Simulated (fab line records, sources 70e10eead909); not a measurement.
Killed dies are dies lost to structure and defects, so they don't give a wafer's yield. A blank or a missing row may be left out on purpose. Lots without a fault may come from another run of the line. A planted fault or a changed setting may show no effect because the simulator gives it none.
fab line records | flow nand_harc
record lots=24 wafers=72 last_day=33
route steps=1302 shown A_M1@1180 A_BONDPAD@1215 HYBRID_BOND@1243 THIN_TSV@1246
lots that met no fault: from a run of the same line without faults
start_h: hours from the record's first day to the start of the lot's first wafer shown | wait_h: hours since the lot's step before | " the same as in the row above | L1.1+2: a row that stands for several wafers | - no value, or no start given | * or withheld: withheld | < > ~ a bound
route shown NAME@n: a module of which the file shows steps, and the number in the route of the first | usual: mean/standard deviation of fault-free wafers | same: alike in all rows | chamber/n: place in a boat | sites: the reading at each site | _std_site: their standard deviation | _edge_site: outer sites' mean less inner sites' | radius_mm: how far each site lies from the wafer's centre | mask NAME#n: copy n | behind: the tool/chamber that last shaped the wafer | hold: why the lot was held/for how many hours/how that ended | device: the transistor (n, p or np) that didn't switch | end of line: the same wafers' tests at the end of the route | a step without rows: its recipe alone | killed: dies lost to structure and defects at the first sort, not the wafer's yield | map: a wafer's dies, x killed, . not, _ none there
set.NAME: the setting as run; set.NAME@STEP: as run at that earlier step | model.NAME: the simulator's own value behind a step, which no gauge read
steps of the route over a sample of lots; a table a step, a row a wafer
services: from which hour (start_h, from the record's first day; less than 0 if before it) a tool's chamber was out of use, for how many hours, and why
## steps
# step NHARC_A_M1_OVL_MEAS_10
# recipe pitch_nm=240
# usual overlay_x_nm=-0.1/0.77 overlay_y_nm=0.0/0.89
# columns lot.wafer tool chamber start_h wait_h overlay_x_nm overlay_y_nm
L076.2 overlay-01 - 532.05 - 1.4 -2.0
L076.3 " - " " 1.8 -1.3
L076.6 " - " " 1.6 -1.6
L075.2 overlay-01 - 538.06 - -0.1 -0.2
L075.4 " - " " 0.0 0.2
L075.6 " - " " -0.3 0.3
L074.1 overlay-02 - 539.53 - -0.6 0.3
L074.2 " - " " -0.9 0.3
L074.3 " - " " -0.4 0.5
L077.4 overlay-02 - 556.26 - -0.4 -0.2
L077.5 " - " " -0.1 -0.4
L077.6 " - " " -0.6 -0.7
L078.3 overlay-02 - 557.03 - -0.5 0.7
L078.4 " - " " 0.0 0.6
L078.6 " - " " -0.4 0.2
L080.3 overlay-02 - 567.97 - 0.3 1.0
L080.4 " - " " 0.8 1.3
L080.5 " - " " 0.6 1.2
L079.1 overlay-01 - 569.50 - -1.0 -0.2
L079.4 " - " " -1.0 -0.6
L079.5 " - " " -0.8 -0.6
L081.2 overlay-01 - 587.80 - 0.2 0.2
L081.3 " - " " 0.7 0.8
L081.5 " - " " 0.8 0.7
L084.1 overlay-01 - 611.47 - -2.2 0.3
L084.3 " - " " -0.8 0.5
L084.6 " - " " -1.8 -0.3
L082.2 overlay-01 - 612.03 - -0.8 1.6
L082.4 " - " " -0.6 1.1
L082.5 " - " " -1.3 1.3
L083.1 overlay-02 - 616.02 - 0.8 -0.2
L083.5 " - " " 0.4 -1.1
L083.6 " - " " 1.0 -0.5
L085.3 overlay-02 - 637.82 - -0.4 0.1
L085.4 " - " " 0.2 -0.6
L085.6 " - " " -0.2 0.2
L086.4 overlay-01 - 640.70 - 0.0 -0.7
L086.5 " - " " -1.0 -0.9
L086.6 " - " " -0.9 -1.2
L087.1 overlay-02 - 642.97 - 0.9 0.8
L087.3 " - " " 0.9 0.3
L087.4 " - " " 0.9 0.8
L088.2 overlay-01 - 659.45 - -0.9 -1.2
L088.4 " - " " -0.5 -0.6
L088.5 " - " " -0.1 -1.3
L089.1 overlay-02 - 660.70 - 0.7 -1.1
L089.3 " - " " 1.0 -1.9
L089.6 " - " " 0.9 -1.0
L090.1 overlay-02 - 697.37 - -1.3 0.4
L090.3 " - " " -1.7 0.3
L090.4 " - " " -1.4 -0.2
L091.2 overlay-01 - 708.48 - 0.5 -0.2
L091.3 " - " " 0.3 -0.9
L091.5 " - " " 0.3 -0.3
L093.1 overlay-02 - 711.86 - 0.4 -0.5
L093.3 " - " " 0.0 -0.7
L093.5 " - " " 0.4 -0.3
L094.2 overlay-02 - 712.60 - -0.4 1.3
L094.4 " - " " -0.5 0.5
L094.6 " - " " -0.3 1.1
L092.1 overlay-01 - 718.79 - 0.1 0.4
L092.2 " - " " -0.9 -0.1
L092.4 " - " " -0.6 -0.1
L095.2 overlay-01 - 735.53 - 0.4 0.5
L095.4 " - " " -0.2 0.5
L095.5 " - " " 0.8 1.1
L096.4 overlay-02 - 741.24 - -0.5 1.2
L096.5 " - " " -0.8 1.5
L096.6 " - " " -0.6 1.8
L097.2 overlay-02 - 742.21 - -0.5 -0.4
L097.3 " - " " -0.6 0.0
L097.4 " - " " -0.6 -0.9
# step NHARC_A_BONDPAD_CD_MEAS_09
# recipe target_cd_nm=500 landing_energy_ev=500
# usual cd_nm=500.2/1.8
# columns lot.wafer tool chamber start_h wait_h cd_nm
L076.2 cd_sem-03 0 536.87 - 498.9
L076.3 " 0 " " 500.7
L076.6 " 0 " " 502.9
L075.2 cd_sem-01 0 542.64 - 499.5
L075.4 " 0 " " 498.6
L075.6 " 0 " " 499.5
L074.1 cd_sem-03 0 544.14 - 501.7
L074.2 " 0 " " 501.0
L074.3 " 0 " " 499.8
L077.4 cd_sem-01 0 561.33 - 503.4
L077.5 " 0 " " 498.8
L077.6 " 0 " " 500.8
L078.3 cd_sem-03 0 561.62 - 496.5
L078.4 " 0 " " 497.0
L078.6 " 0 " " 498.2
L080.3 cd_sem-03 0 572.58 - 503.4
L080.4 " 0 " " 501.5
L080.5 " 0 " " 499.0
L079.1 cd_sem-02 0 573.97 - 500.5
L079.4 " 0 " " 502.2
L079.5 " 0 " " 501.0
L081.2 cd_sem-03 0 592.47 - 500.4
L081.3 " 0 " " 501.6
L081.5 " 0 " " 503.3
L084.1 cd_sem-01 0 616.15 - 501.2
L084.3 " 0 " " 501.5
L084.6 " 0 " " 496.9
L082.2 cd_sem-03 0 616.68 - 501.2
L082.4 " 0 " " 500.7
L082.5 " 0 " " 503.3
L083.1 cd_sem-01 0 621.03 - 499.7
L083.5 " 0 " " 503.1
L083.6 " 0 " " 500.2
L085.3 cd_sem-01 0 642.44 - 499.3
L085.4 " 0 " " 498.2
L085.6 " 0 " " 498.0
L086.4 cd_sem-03 0 645.30 - 498.4
L086.5 " 0 " " 498.4
L086.6 " 0 " " 497.9
L087.1 cd_sem-03 0 647.50 - 502.9
L087.3 " 0 " " 496.5
L087.4 " 0 " " 500.3
L088.2 cd_sem-03 0 664.15 - 500.5
L088.4 " 0 " " 500.4
L088.5 " 0 " " 503.4
L089.1 cd_sem-01 0 665.36 - 499.4
L089.3 " 0 " " 499.0
L089.6 " 0 " " 502.8
L090.1 cd_sem-01 0 701.95 - 504.5
L090.3 " 0 " " 498.0
L090.4 " 0 " " 500.6
L091.2 cd_sem-03 0 712.97 - 498.0
L091.3 " 0 " " 500.0
L091.5 " 0 " " 498.9
L093.1 cd_sem-02 0 716.33 - 498.5
L093.3 " 0 " " 498.0
L093.5 " 0 " " 501.6
L094.2 cd_sem-02 0 717.35 - 499.2
L094.4 " 0 " " 499.2
L094.6 " 0 " " 497.1
L092.1 cd_sem-02 0 723.39 - 500.5
L092.2 " 0 " " 501.1
L092.4 " 0 " " 501.6
L095.2 cd_sem-03 0 740.27 - 501.9
L095.4 " 0 " " 497.5
L095.5 " 0 " " 499.5
L096.4 cd_sem-01 0 745.85 - 499.6
L096.5 " 0 " " 501.5
L096.6 " 0 " " 498.5
L097.2 cd_sem-03 0 747.30 - 500.9
L097.3 " 0 " " 499.6
L097.4 " 0 " " 499.7
# step NHARC_A_BONDPAD_ETCH_12
# recipe target_depth_a=2200 time_s=110 chf3_flow_sccm=50 o2_flow_sccm=10 ar_flow_sccm=200 rf_w=500 bias_w=200 chemistry=CHF3/O2
# usual chamber_pressure_mTorr=24.997/0.023 drypump_motor_current_A=5.6/0.55 oes_product_au=0.953/0.026 rf_vpp_V=372.5/1.7 showerhead_plenum_p_Torr=2.49/0.067 throttle_valve_pct=20.573/0.0086
# columns lot.wafer tool chamber start_h wait_h chamber_pressure_mTorr drypump_motor_current_A oes_product_au rf_hours_counter_h rf_vpp_V showerhead_plenum_p_Torr throttle_valve_pct
L076.2 rie_diel-13 0 - - 25.017 5.6 0.973 0 371.5 2.39 20.565
L076.3 " 1 " " 25.008 4.8 0.963 0 373.3 2.53 20.573
L076.6 " 3 " " 25.000 6.4 0.978 - 372.4 2.50 20.572
L075.2 rie_diel-13 2 - - 24.991 5.6 0.982 1 374.1 2.52 20.572
L075.4 " 3 " " 25.045 6.5 0.949 1 373.0 2.50 20.577
L075.6 " 2 " " 24.999 5.6 0.977 - 373.6 2.52 20.587
L074.2 rie_diel-13 1 - - 24.971 4.8 0.958 1 373.2 2.53 20.574
L074.3 " 2 " " 25.024 5.6 0.965 1 373.0 2.52 20.575
L074.1 " 3 " " 24.965 6.4 0.969 1 371.8 2.50 20.565
L077.4 rie_diel-11 1 - - 24.991 5.8 0.909 20 375.1 2.59 20.553
L077.5 " 2 " " 24.968 5.7 0.918 - 371.8 2.47 20.580
L077.6 " 3 " " 24.991 5.7 0.928 - 375.6 2.59 20.578
L078.3 rie_diel-09 2 - - 25.001 5.0 0.913 19 375.0 2.59 20.581
L078.6 " 3 " " 25.012 4.7 0.932 - 370.7 2.39 20.567
L078.4 " 0 " " 24.987 6.2 0.906 - 372.3 2.52 20.577
L080.4 rie_diel-13 2 - - 25.003 5.6 0.960 2 375.0 2.52 20.560
L080.3 " 1 " " 24.988 4.8 0.992 2 372.8 2.53 20.569
L080.5 " 2 " " 24.953 5.6 0.967 - 374.0 2.52 20.582
L079.1 rie_diel-13 3 - - 24.992 6.4 0.978 2 372.3 2.50 20.587
L079.4 " 1 " " 24.975 4.8 0.969 2 375.2 2.53 20.569
L079.5 " 3 " " 25.016 6.4 0.966 - 373.7 2.50 20.560
L081.2 rie_diel-13 2 - - 24.988 5.6 0.924 3 372.3 2.52 20.561
L081.3 " 0 " " 24.967 5.6 0.928 2 371.3 2.39 20.562
L081.5 " 2 " " 25.011 5.6 0.921 - 373.7 2.52 20.576
L084.1 rie_diel-13 2 - - 25.055 5.6 0.956 3 374.4 2.52 20.565
L084.3 " 3 " " 24.992 6.5 0.924 3 373.0 2.50 20.556
L084.6 " 1 " " 24.995 4.8 0.949 - 373.3 2.53 20.581
L082.4 rie_diel-09 2 - - 24.980 5.0 0.909 44 374.3 2.58 20.580
L082.2 " 3 " " 25.011 4.7 0.921 45 369.1 2.38 20.567
L082.5 " 1 " " 24.992 6.2 0.909 - 368.7 2.36 20.566
L083.1 rie_diel-13 0 - - 24.958 5.6 0.982 2 370.8 2.39 20.581
L083.6 " 1 " " 25.014 4.8 0.976 - 372.7 2.53 20.571
L083.5 " 2 " " 24.996 5.6 0.976 - 373.1 2.52 20.561
L085.3 rie_diel-13 3 - - 24.982 6.4 0.965 4 373.4 2.50 20.567
L085.4 " 1 " " 25.034 4.8 0.959 4 372.7 2.53 20.576
L085.6 " 0 " " 25.003 5.6 0.985 - 369.1 2.39 20.585
L086.4 rie_diel-13 2 - - 24.997 5.6 0.990 4 374.1 2.52 20.576
L086.5 " 0 " " 25.007 5.6 0.974 - 370.1 2.39 20.585
L086.6 " 1 " " 24.989 4.8 0.981 - 373.6 2.53 20.587
L087.1 rie_diel-13 0 - - 24.976 5.6 0.996 4 371.6 2.39 20.572
L087.3 " 2 " " 24.989 5.6 0.963 5 372.5 2.52 20.564
L087.4 " 3 " " 24.961 6.4 0.964 5 373.6 2.50 20.559
L088.2 rie_diel-11 2 - - 25.023 5.7 0.919 5 373.3 2.47 20.585
L088.5 " 2 " " 24.994 5.7 0.924 - 372.3 2.47 20.583
L088.4 " 3 " " 25.005 5.7 0.939 - 374.6 2.58 20.578
L089.1 rie_diel-13 0 - - 24.987 5.6 0.930 4 369.9 2.39 20.563
L089.3 " 3 " " 25.022 6.4 0.918 5 373.4 2.50 20.570
L089.6 " 1 " " 25.032 4.8 0.934 - 374.3 2.53 20.565
L090.3 rie_diel-11 0 - - 25.003 5.5 0.939 12 372.2 2.45 20.573
L090.4 " 2 " " 25.001 5.7 0.918 12 373.6 2.46 20.574
L090.1 " 3 " " 24.988 5.7 0.948 14 373.4 2.58 20.563
L091.3 rie_diel-13 0 - - 25.004 5.6 0.976 0 371.5 2.39 20.571
L091.2 " 1 " " 24.999 4.8 0.982 0 373.7 2.53 20.568
L091.5 " 0 " " 24.992 5.6 0.985 - 372.0 2.39 20.579
L093.3 rie_diel-13 0 - - 25.013 5.6 0.987 0 369.9 2.39 20.563
L093.1 " 2 " " 24.993 5.6 0.963 0 375.6 2.52 20.589
L093.5 " 1 " " 25.007 4.8 0.961 - 375.2 2.53 20.570
L094.2 rie_diel-13 0 - - 24.982 5.6 0.987 0 370.6 2.39 20.588
L094.4 " 1 " " 25.011 4.8 0.982 0 372.4 2.53 20.554
L094.6 " 0 " " 25.006 5.6 0.998 - 370.2 2.39 20.556
L092.1 rie_diel-13 0 - - 24.973 5.6 1.000 1 370.9 2.39 20.569
L092.4 " 2 " " 25.035 5.6 0.973 1 372.4 2.52 20.586
L092.2 " 3 " " 24.973 6.4 0.957 1 372.8 2.50 20.563
L095.2 rie_diel-13 1 - - 24.988 4.8 0.972 1 375.2 2.53 20.574
L095.4 " 3 " " 24.996 6.5 0.948 1 371.9 2.50 20.571
L095.5 " 1 " " 24.999 4.8 0.968 - 374.2 2.53 20.575
L096.4 rie_diel-11 3 - - 25.027 5.7 0.951 20 373.5 2.58 20.574
L096.6 " 3 " " 24.975 5.7 0.936 - 375.0 2.58 20.578
L096.5 " 0 " " 25.017 5.5 0.939 - 371.9 2.45 20.578
L097.2 rie_diel-09 1 - - 25.015 6.2 0.925 26 369.5 2.34 20.581
L097.3 " 3 " " 24.980 4.7 0.930 23 370.0 2.36 20.567
L097.4 " 0 " " 24.964 6.1 0.925 23 372.4 2.50 20.565
# step NHARC_A_BONDPAD_CMP_19
# recipe t_overpolish_s=30 cu_recess_touch_s=16 target_thk_nm=169.82
# usual motor_current_A=11.6/1.1 overpolish_run_s=30.000/0.0084 retaining_ring_pressure_frac=1.000/0.0051
# same t_overpolish_s=30
# columns lot.wafer tool chamber start_h wait_h motor_current_A overpolish_run_s retaining_ring_pressure_frac
L076.3 cmp-02 3 539.13 - 12.5 30.006 1.004
L076.2 " 0 " " 12.3 29.996 1.002
L076.6 " 3 " " 12.7 29.995 1.000
L075.2 cmp-01 2 544.88 - 11.1 29.995 1.008
L075.4 " 0 " " 9.8 29.989 1.009
L075.6 " 2 " " 11.1 29.998 1.004
L074.3 cmp-01 0 546.38 - 10.0 30.006 0.997
L074.2 " 1 " " 9.5 29.984 1.000
L074.1 " 2 " " 11.3 30.005 1.001
L077.4 cmp-04 3 563.61 - 10.2 30.009 1.001
L077.5 " 1 " " 12.0 30.011 1.003
L077.6 " 2 " " 12.6 29.995 1.009
L078.3 cmp-02 0 563.96 - 12.5 30.014 1.007
L078.4 " 1 " " 12.7 30.009 0.997
L078.6 " 3 " " 11.8 30.004 0.995
L080.4 cmp-01 0 574.91 - 9.7 29.993 1.003
L080.3 " 2 " " 11.1 29.998 0.991
L080.5 " 0 " " 9.3 30.007 1.004
L079.1 cmp-04 3 576.20 - 10.8 29.998 0.987
L079.4 " 0 " " 11.5 30.002 0.991
L079.5 " 0 " " 11.2 30.006 0.989
L081.2 cmp-01 3 594.79 - 10.8 30.005 0.996
L081.3 " 0 " " 10.1 30.008 0.994
L081.5 " 1 " " 10.2 30.005 0.991
L084.1 cmp-01 0 618.54 - 9.3 30.001 1.000
L084.3 " 1 " " 10.0 30.009 0.998
L084.6 " 3 " " 10.9 30.009 1.000
L082.4 cmp-04 3 618.98 - 10.6 30.003 0.998
L082.2 " 1 " " 12.0 29.997 1.005
L082.5 " 2 " " 12.8 29.996 0.996
L083.1 cmp-02 1 623.27 - 12.9 30.001 0.999
L083.5 " 1 " " 13.0 30.000 0.999
L083.6 " 2 " " 12.6 29.999 0.996
L085.3 cmp-02 3 644.74 - 12.7 30.005 1.007
L085.4 " 0 " " 12.6 29.999 0.988
L085.6 " 2 " " 12.4 30.008 1.008
L086.4 cmp-01 0 647.56 - 9.0 30.008 1.006
L086.6 " 3 " " 10.3 29.998 1.010
L086.5 " 0 " " 9.5 29.999 1.003
L087.1 cmp-04 0 649.77 - 12.7 29.986 1.002
L087.4 " 1 " " 11.8 30.011 1.001
L087.3 " 2 " " 13.5 30.001 1.010
L088.2 cmp-02 3 666.46 - 12.2 29.986 1.003
L088.4 " 0 " " 12.7 30.000 0.998
L088.5 " 3 " " 12.3 30.017 1.007
L089.3 cmp-02 1 667.65 - 12.5 29.991 0.998
L089.1 " 2 " " 12.0 29.995 1.003
L089.6 " 0 " " 13.1 30.007 0.995
L090.3 cmp-04 1 704.23 - 11.4 30.014 0.991
L090.4 " 2 " " 13.3 30.004 1.003
L090.1 " 3 " " 10.6 30.007 1.006
L091.2 cmp-02 3 715.23 - 12.7 29.994 1.000
L091.3 " 1 " " 13.1 29.984 1.002
L091.5 " 2 " " 12.9 29.990 1.003
L093.3 cmp-04 1 718.58 - 12.2 30.004 0.999
L093.1 " 2 " " 12.4 30.008 0.999
L093.5 " 1 " " 11.9 29.992 0.997
L094.4 cmp-01 2 719.65 - 10.8 30.015 1.004
L094.2 " 3 " " 10.9 30.000 0.998
L094.6 " 0 " " 9.8 29.987 1.002
L092.1 cmp-04 3 725.68 - 11.3 29.988 0.996
L092.4 " 0 " " 11.5 29.992 0.999
L092.2 " 2 " " 12.8 30.007 1.003
L095.2 cmp-04 1 742.58 - 12.1 29.995 1.000
L095.4 " 3 " " 9.7 30.004 0.998
L095.5 " 1 " " 11.9 29.997 1.000
L096.4 cmp-02 1 748.17 - 12.7 30.004 1.003
L096.6 " 2 " " 13.0 29.994 1.000
L096.5 " 3 " " 12.1 29.995 1.003
L097.2 cmp-02 3 749.53 - 12.1 29.994 1.002
L097.3 " 1 " " 13.4 29.993 0.996
L097.4 " 2 " " 12.4 30.014 0.998
# step NHARC_HYBRID_BOND_INSPECT_06
# recipe inspect_instrument=ir_void
# usual raw_defect_count=84/40
# columns lot.wafer tool chamber start_h wait_h raw_defect_count
L076.2 defect_inspect-02 - 549.37 0.1 29
L076.3 " - " " 25
L076.6 " - " " 25
L074.1 defect_inspect-02 - 554.92 0.0 60
L074.2 " - " " 51
L074.3 " - " " 46
L075.2 defect_inspect-01 - 554.92 0.1 167
L075.4 " - " " 180
L075.6 " - " " 169
L077.4 defect_inspect-02 - 574.56 0.1 117
L077.5 " - " " 107
L077.6 " - " " 102
L078.3 defect_inspect-01 - 574.56 0.1 29
L078.4 " - " " 19
L078.6 " - " " 26
L079.1 defect_inspect-01 - 586.95 0.0 66
L079.4 " - " " 70
L079.5 " - " " 76
L080.3 defect_inspect-02 - 586.96 0.1 105
L080.4 " - " " 122
L080.5 " - " " 113
L081.2 defect_inspect-01 - 604.72 0.1 45
L081.3 " - " " 39
L081.5 " - " " 39
L084.1 defect_inspect-01 - 631.92 0.0 142
L084.3 " - " " 132
L084.6 " - " " 120
L082.2 defect_inspect-02 - 631.92 0.1 40
L082.4 " - " " 34
L082.5 " - " " 22
L083.1 defect_inspect-01 - 631.94 0.1 39
L083.5 " - " " 53
L083.6 " - " " 46
L085.3 defect_inspect-02 - 654.73 0.1 154
L085.4 " - " " 135
L085.6 " - " " 166
L086.4 defect_inspect-01 - 654.73 0.1 93
L086.5 " - " " 102
L086.6 " - " " 96
L087.1 defect_inspect-02 - 659.84 0.0 87
L087.3 " - " " 94
L087.4 " - " " 77
L089.1 defect_inspect-01 - 677.43 0.0 50
L089.3 " - " " 57
L089.6 " - " " 60
L088.2 defect_inspect-02 - 677.43 0.1 77
L088.4 " - " " 88
L088.5 " - " " 69
L090.1 defect_inspect-01 - 714.27 0.0 114
L090.3 " - " " 123
L090.4 " - " " 134
L091.2 defect_inspect-01 - 725.25 0.1 86
L091.3 " - " " 103
L091.5 " - " " 95
L093.1 defect_inspect-01 - 728.42 0.0 105
L093.3 " - " " 114
L093.5 " - " " 118
L094.2 defect_inspect-02 - 728.42 0.1 79
L094.4 " - " " 85
L094.6 " - " " 84
L092.1 defect_inspect-02 - 735.85 0.0 123
L092.2 " - " " 125
L092.4 " - " " 93
L095.2 defect_inspect-01 - 754.26 0.1 89
L095.4 " - " " 81
L095.5 " - " " 78
L096.4 defect_inspect-01 - 759.93 0.1 100
L096.5 " - " " 95
L096.6 " - " " 111
L097.2 defect_inspect-01 - 759.95 0.1 40
L097.3 " - " " 42
L097.4 " - " " 55
# step NHARC_THIN_TSV_THK_MEAS_02
# recipe thk_meas_gauge=ir
# usual thk_nm=2965/230
# columns lot.wafer tool chamber start_h wait_h thk_nm
L076.2 film_metro-02 - 551.01 - 2972
L076.3 " - " " 3117
L076.6 " - " " 3026
L074.1 film_metro-02 - 557.63 - 3040
L074.2 " - " " 3319
L074.3 " - " " 3241
L075.2 film_metro-02 - 558.84 0.2 3093
L075.4 " - " " 3239
L075.6 " - " " 3165
L077.4 film_metro-02 - 576.18 0.2 3151
L077.5 " - " " 3222
L077.6 " - " " 2791
L078.3 film_metro-02 - 577.36 - 2839
L078.4 " - " " 3158
L078.6 " - " " 3136
L080.3 film_metro-02 - 588.60 0.2 3068
L080.4 " - " " 3149
L080.5 " - " " 3244
L079.1 film_metro-02 - 589.79 - 3112
L079.4 " - " " 3041
L079.5 " - " " 3335
L081.2 film_metro-02 - 606.37 - 2788
L081.3 " - " " 2694
L081.5 " - " " 2902
L084.1 film_metro-02 - 633.56 0.2 3230
L084.3 " - " " 3123
L084.6 " - " " 2858
L082.2 film_metro-02 - 634.75 - 2725
L082.4 " - " " 2848
L082.5 " - " " 3087
L083.1 film_metro-01 - 635.95 - 2974
L083.5 " - " " 2932
L083.6 " - " " 3312
L085.3 film_metro-02 - 656.34 - 3153
L085.4 " - " " 3095
L085.6 " - " " 2715
L086.4 film_metro-01 - 657.56 0.2 3033
L086.5 " - " " 2962
L086.6 " - " " 3090
L087.1 film_metro-02 - 661.48 - 2659
L087.3 " - " " 2613
L087.4 " - " " 2576
L088.2 film_metro-01 - 679.06 - 2883
L088.4 " - " " 2823
L088.5 " - " " 2791
L089.1 film_metro-02 - 680.23 0.2 2800
L089.3 " - " " 2797
L089.6 " - " " 2703
L090.1 film_metro-01 - 715.91 - 3207
L090.3 " - " " 2986
L090.4 " - " " 3141
L091.2 film_metro-02 - 727.69 0.2 2891
L091.3 " - " " 2863
L091.5 " - " " 3086
L094.2 film_metro-01 - 730.04 0.2 3165
L094.4 " - " " 3417
L094.6 " - " " 3482
L093.1 film_metro-02 - 731.25 - 2408
L093.3 " - " " 2651
L093.5 " - " " 2680
L092.1 film_metro-02 - 745.50 0.2 2955
L092.2 " - " " 2930
L092.4 " - " " 2743
L095.2 film_metro-02 - 755.89 0.2 2726
L095.4 " - " " 3318
L095.5 " - " " 2802
L096.4 film_metro-02 - 761.55 - 3143
L096.5 " - " " 2823
L096.6 " - " " 2923
L097.2 film_metro-02 - 762.75 - 3292
L097.3 " - " " 3198
L097.4 " - " " 3349
## services
# columns tool chamber start_h hours kind
rie_diel-13 - 519.00 9.0 pm
cmp-02 - 526.57 4.0 pm
cmp-01 - 539.12 3.0 repair
cmp-04 - 540.71 0.6 repair
cmp-01 - 546.55 0.5 repair
cmp-01 - 550.59 0.6 repair
cmp-02 - 554.60 0.9 repair
rie_diel-13 0 558.21 6.7 repair
cmp-01 - 581.66 5.6 repair
cmp-04 - 601.00 4.0 pm
rie_diel-13 0 615.01 5.3 repair
cmp-02 - 624.57 4.0 pm
cmp-04 - 626.61 0.3 repair
rie_diel-13 3 650.04 8.0 repair
cmp-02 - 650.38 0.9 repair
cmp-04 - 668.99 1.9 repair
cmp-02 - 669.08 1.9 repair
rie_diel-13 1 672.78 4.2 repair
rie_diel-13 3 685.17 1.5 repair
rie_diel-13 - 696.00 9.0 pm
cmp-04 - 696.37 0.6 repair
cmp-04 - 699.00 4.0 pm
cmp-02 - 722.57 4.0 pm
cmp-02 - 727.95 1.6 repair
## key
fault none
